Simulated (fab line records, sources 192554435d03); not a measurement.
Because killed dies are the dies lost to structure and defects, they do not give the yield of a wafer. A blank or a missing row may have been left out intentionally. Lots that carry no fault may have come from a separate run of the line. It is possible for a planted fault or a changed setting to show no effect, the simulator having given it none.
fab line records ; flow n5_finfet ; part 2 of 2: steps 26 to 31 of 31
record lots=5; wafers=15; last_day=17
route steps=1938 shown BEOL_M7@1271
lots that met no fault: from a run of the same line without faults
start_h: hours from the record's opening day to when the first of the lot's shown wafers began ; wait_h: hours from the lot's prior step to this one ; " the same as in the row above ; L1.1+2: several wafers, shown together as one row ; - either no value or no given start ; * or withheld: withheld ; < > ~ a bound
route shown NAME@n: names a module that has steps shown in the file, with the first one's number in the route ; usual: the fault-free wafers' mean and standard deviation ; same: alike in all rows ; chamber/n: place in a boat ; sites: the reading at each site ; _std_site: the values' standard deviation ; _edge_site: inner sites' mean taken away from outer sites' mean ; radius_mm: for every site, how far away it sits from the centre of the wafer ; mask NAME#n: copy n ; behind: the most recent tool/chamber to have shaped the wafer ; hold: the reason the lot was held/the length of the hold in hours/how it ended ; device: the transistor (n, p or np) that didn't switch ; end of line: the same wafers' tests at the end of the route ; a step given without rows: its recipe and nothing more ; killed: the dies lost at the first sort to structure and to defects; this is not the yield of the wafer ; map: per-die view of a wafer (x killed, . not killed, _ where there is no die)
set.NAME: the setting as run; set.NAME@STEP: as run at that earlier step ; model.NAME: the simulator's own value behind a step, which no gauge read
lots seen at some steps along the route; tables by step, rows by wafer
services: a tool's chamber out of use, with start hour (start_h, from the record's first day; less than 0 if before it), hours out, and reason
## steps
# step N5_BEOL_M7_CD_MEAS_28
# recipe target_cd_nm=40; landing_energy_ev=500; detector=se_inlens
# usual cd_nm=40.03/0.24
lot.wafer;tool;chamber;start_h;wait_h;cd_nm
L074.2;cd_sem-01;0;189.06;-;40.30
L074.4;cd_sem-01;0;189.06;-;40.27
L074.6;cd_sem-01;0;189.06;-;40.36
L075.1;cd_sem-02;0;220.72;-;39.80
L075.3;cd_sem-02;0;220.72;-;39.97
L075.5;cd_sem-02;0;220.72;-;39.92
L079.1;cd_sem-02;0;250.42;-;40.00
L079.4;cd_sem-02;0;250.42;-;40.16
L079.6;cd_sem-02;0;250.42;-;40.30
L083.1;cd_sem-03;0;257.04;-;40.08
L083.3;cd_sem-03;0;257.04;-;40.27
L083.5;cd_sem-03;0;257.04;-;40.56
L095.1;cd_sem-01;0;346.83;-;39.82
L095.3;cd_sem-01;0;346.83;-;40.02
L095.4;cd_sem-01;0;346.83;-;40.05
# step N5_BEOL_M7_OVL_MEAS_29
# recipe points_per_wafer=522
# usual V6_OVL=-0.2/0.74
lot.wafer;tool;chamber;start_h;wait_h;V6_OVL[nm]
L074.2;overlay-01;0;189.09;0.0;-0.8
L074.4;overlay-01;0;189.09;0.0;0.1
L074.6;overlay-01;0;189.09;0.0;-0.4
L075.1;overlay-02;0;220.76;0.0;0.4
L075.3;overlay-02;0;220.76;0.0;0.5
L075.5;overlay-02;0;220.76;0.0;1.1
L079.1;overlay-01;0;250.45;0.0;-1.5
L079.4;overlay-01;0;250.45;0.0;-0.8
L079.6;overlay-01;0;250.45;0.0;0.3
L083.1;overlay-02;0;257.07;0.0;0.1
L083.3;overlay-02;0;257.07;0.0;0.2
L083.5;overlay-02;0;257.07;0.0;0.0
L095.1;overlay-02;0;346.86;0.0;-1.1
L095.3;overlay-02;0;346.86;0.0;-0.7
L095.4;overlay-02;0;346.86;0.0;0.0
# step N5_BEOL_M7_INSPECT_30
# recipe mode=adi; inspect_instrument=brightfield
# usual raw_defect_count=410/90
lot.wafer;tool;chamber;start_h;wait_h;raw_defect_count
L074.2;defect_inspect-02;-;189.15;0.0;396
L074.4;defect_inspect-02;-;189.15;0.0;533
L074.6;defect_inspect-02;-;189.15;0.0;390
L075.1;defect_inspect-02;-;220.82;0.1;316
L075.3;defect_inspect-02;-;220.82;0.1;378
L075.5;defect_inspect-02;-;220.82;0.1;407
L079.1;defect_inspect-02;-;250.51;0.1;569
L079.4;defect_inspect-02;-;250.51;0.1;401
L079.6;defect_inspect-02;-;250.51;0.1;344
L083.1;defect_inspect-01;-;257.13;0.1;433
L083.3;defect_inspect-01;-;257.13;0.1;353
L083.5;defect_inspect-01;-;257.13;0.1;538
L095.1;defect_inspect-01;-;346.92;0.1;476
L095.3;defect_inspect-01;-;346.92;0.1;362
L095.4;defect_inspect-01;-;346.92;0.1;416
# step N5_BEOL_M7_DESCUM_33
# recipe chemistry=O2; time_s=7; source_power_w=50; bias_power_w=20; pressure_mtorr=20; rf_frequency_hz=2.712e+07; temp_c=40; resist=CAR-EUV; o2_flow_sccm=225
# usual drypump_motor_current_A=5.6/0.55; oes_product_au=0.79/0.085; rf_vpp_V=243.2/1.4; showerhead_plenum_p_Torr=2.10/0.076; throttle_valve_pct=20.55/0.23
lot.wafer;tool;chamber;start_h;wait_h;drypump_motor_current_A;oes_product_au;rf_hours_counter_h;rf_vpp_V;showerhead_plenum_p_Torr;throttle_valve_pct
L074.2;rie_diel-04;2;191.29;2.1;5.1;0.71;194;243.0;1.99;20.44
L074.4;rie_diel-04;0;191.29;2.1;5.3;0.75;151;241.8;2.09;20.23
L074.6;rie_diel-04;0;191.29;2.1;5.3;0.75;-;242.7;2.09;20.21
L075.1;rie_diel-05;0;220.85;0.0;5.8;0.83;77;245.2;2.23;20.47
L075.3;rie_diel-05;2;220.85;0.0;5.0;0.92;25;243.6;2.23;20.55
L075.5;rie_diel-05;2;220.85;0.0;5.0;0.92;-;245.5;2.23;20.55
L079.1;rie_diel-03;1;250.65;0.1;6.0;0.70;186;242.4;2.09;20.71
L079.4;rie_diel-03;0;250.65;0.1;4.9;0.75;181;241.3;2.01;20.81
L079.6;rie_diel-03;1;250.65;0.1;6.0;0.70;-;243.6;2.09;20.71
L083.1;rie_diel-05;0;257.30;0.2;5.8;0.81;87;243.9;2.23;20.48
L083.3;rie_diel-05;2;257.30;0.2;5.0;0.90;35;244.9;2.22;20.59
L083.5;rie_diel-05;1;257.30;0.2;5.6;0.81;-;244.7;2.22;20.64
L095.1;rie_diel-05;2;346.99;0.1;5.0;0.87;60;245.4;2.22;20.61
L095.3;rie_diel-05;3;346.99;0.1;6.1;0.83;78;242.9;2.04;20.29
L095.4;rie_diel-05;0;346.99;0.1;5.8;0.79;113;245.1;2.22;20.52
# step N5_BEOL_M7_ETCH_72
# recipe chemistry=N2/H2; target=underlayer; target_depth_a=65; mask_material=CAR-EUV; time_s=5.2; ion_energy_ev=200; pressure_mtorr=30; source_w=840; bias_w=150; n2_flow_sccm=200; h2_flow_sccm=200; ends=cleared
# usual drypump_motor_current_A=5.6/0.55; etch_rf_on_time_s=5.18/0.12; oes_product_au=0.67/0.074; rf_vpp_V=523.9/2.9; showerhead_plenum_p_Torr=2.54/0.095; throttle_valve_pct=17.90/0.26
lot.wafer;tool;chamber;start_h;wait_h;drypump_motor_current_A;etch_rf_on_time_s;oes_product_au;rf_hours_counter_h;rf_vpp_V;showerhead_plenum_p_Torr;throttle_valve_pct
L074.2;rie_diel-04;2;191.32;0.0;5.1;5.18;0.61;194;521.0;2.41;17.78
L074.4;rie_diel-04;0;191.32;0.0;5.3;5.27;0.62;151;525.1;2.55;17.62
L074.6;rie_diel-04;0;191.32;0.0;5.3;5.25;0.63;-;525.0;2.55;17.60
L075.1;rie_diel-05;0;220.89;0.0;5.8;5.28;0.69;77;528.3;2.69;17.73
L075.3;rie_diel-05;2;220.89;0.0;5.0;5.07;0.79;25;528.1;2.69;17.83
L075.5;rie_diel-05;2;220.89;0.0;5.0;5.06;0.79;-;526.9;2.69;17.87
L079.1;rie_diel-03;1;250.69;0.0;6.1;5.31;0.59;186;523.7;2.52;18.10
L079.4;rie_diel-03;0;250.69;0.0;4.9;5.16;0.64;181;518.9;2.43;18.18
L079.6;rie_diel-03;1;250.69;0.0;6.1;5.29;0.60;-;525.2;2.52;18.10
L083.1;rie_diel-05;0;257.33;0.0;5.8;5.22;0.69;87;528.0;2.68;17.76
L083.3;rie_diel-05;2;257.33;0.0;5.0;5.03;0.78;35;528.3;2.69;17.86
L083.5;rie_diel-05;1;257.33;0.0;5.6;5.05;0.70;-;527.3;2.68;17.93
L095.1;rie_diel-05;2;347.02;0.0;5.0;5.06;0.74;60;529.5;2.68;17.91
L095.3;rie_diel-05;3;347.02;0.0;6.1;5.25;0.70;78;520.7;2.45;17.54
L095.4;rie_diel-05;0;347.02;0.0;5.8;5.17;0.67;113;524.4;2.67;17.78
# step N5_BEOL_M7_ETCH_65
# recipe chemistry=CF4; target=SiARC; target_depth_a=156; mask_material=CAR-EUV; time_s=26; ion_energy_ev=80; pressure_mtorr=40; source_w=545; bias_w=36; Ar_flow_sccm=100; cf4_flow_sccm=100; ends=cleared
# usual cf4_flow_sccm=100.0/0.33; drypump_motor_current_A=5.6/0.55; etch_rf_on_time_s=25.9/0.53; oes_product_au=0.68/0.074; rf_vpp_V=184.1/1.2; showerhead_plenum_p_Torr=2.15/0.078; throttle_valve_pct=15.72/0.23
lot.wafer;tool;chamber;start_h;wait_h;cf4_flow_sccm;drypump_motor_current_A;etch_rf_on_time_s;oes_product_au;rf_hours_counter_h;rf_vpp_V;showerhead_plenum_p_Torr;throttle_valve_pct
L074.2;rie_diel-04;2;191.34;0.0;99.6;5.1;25.4;0.62;194;182.8;2.05;15.75
L074.4;rie_diel-04;0;191.34;0.0;99.7;5.3;26.0;0.63;151;183.9;2.14;15.41
L074.6;rie_diel-04;0;191.34;0.0;99.8;5.3;26.1;0.63;-;184.1;2.14;15.43
L075.1;rie_diel-05;0;220.90;0.0;99.8;5.8;26.0;0.71;77;185.4;2.26;15.56
L075.3;rie_diel-05;2;220.90;0.0;100.3;5.0;25.4;0.79;25;186.4;2.27;15.64
L075.5;rie_diel-05;2;220.90;0.0;100.3;5.0;25.4;0.79;-;184.8;2.27;15.64
L079.1;rie_diel-03;1;250.70;0.0;100.3;6.0;26.3;0.60;186;183.7;2.13;15.91
L079.4;rie_diel-03;0;250.70;0.0;99.8;4.9;26.2;0.64;181;182.1;2.04;15.90
L079.6;rie_diel-03;1;250.70;0.0;100.5;6.0;26.5;0.60;-;184.1;2.13;15.90
L083.1;rie_diel-05;0;257.35;0.0;100.5;5.8;25.8;0.70;87;186.4;2.25;15.57
L083.3;rie_diel-05;2;257.35;0.0;99.9;5.0;25.5;0.78;35;183.9;2.27;15.66
L083.5;rie_diel-05;1;257.35;0.0;100.4;5.6;25.5;0.71;-;185.4;2.27;15.84
L095.1;rie_diel-05;2;347.04;0.0;100.6;5.0;25.6;0.74;60;185.8;2.26;15.70
L095.3;rie_diel-05;3;347.04;0.0;100.3;6.2;26.1;0.70;78;181.9;2.08;15.38
L095.4;rie_diel-05;0;347.04;0.0;100.5;5.8;25.8;0.68;113;185.7;2.24;15.63
## services
tool;chamber;start_h;hours;kind
euv_scanner-01;-;166.81;1.0;pm
euv_scanner-01;-;170.05;3.4;repair
rie_diel-04;-;174.46;15.6;pm
rie_diel-05;2;179.59;5.7;repair
rie_diel-05;1;184.83;6.6;repair
rie_diel-05;-;187.41;14.6;pm
arfi_scanner-02;-;189.61;1.3;pm
rie_diel-03;0;196.77;6.4;repair
rie_diel-04;3;200.90;12.8;repair
arfi_scanner-02;-;214.22;0.6;repair
rie_diel-04;2;216.19;9.9;repair
euv_scanner-01;-;222.96;1.0;pm
arfi_scanner-02;-;230.15;1.0;pm
euv_scanner-01;-;245.35;0.8;repair
rie_diel-05;3;251.62;3.5;repair
rie_diel-03;-;253.91;0.7;repair
arfi_scanner-02;-;266.32;1.0;pm
arfi_scanner-02;-;267.49;0.3;repair
arfi_scanner-02;-;269.56;0.8;pm
euv_scanner-01;-;279.11;1.0;pm
rie_diel-04;3;309.13;11.7;repair
arfi_scanner-02;-;315.11;1.3;pm
euv_scanner-01;-;317.43;4.6;pm
rie_diel-04;1;326.22;4.5;repair
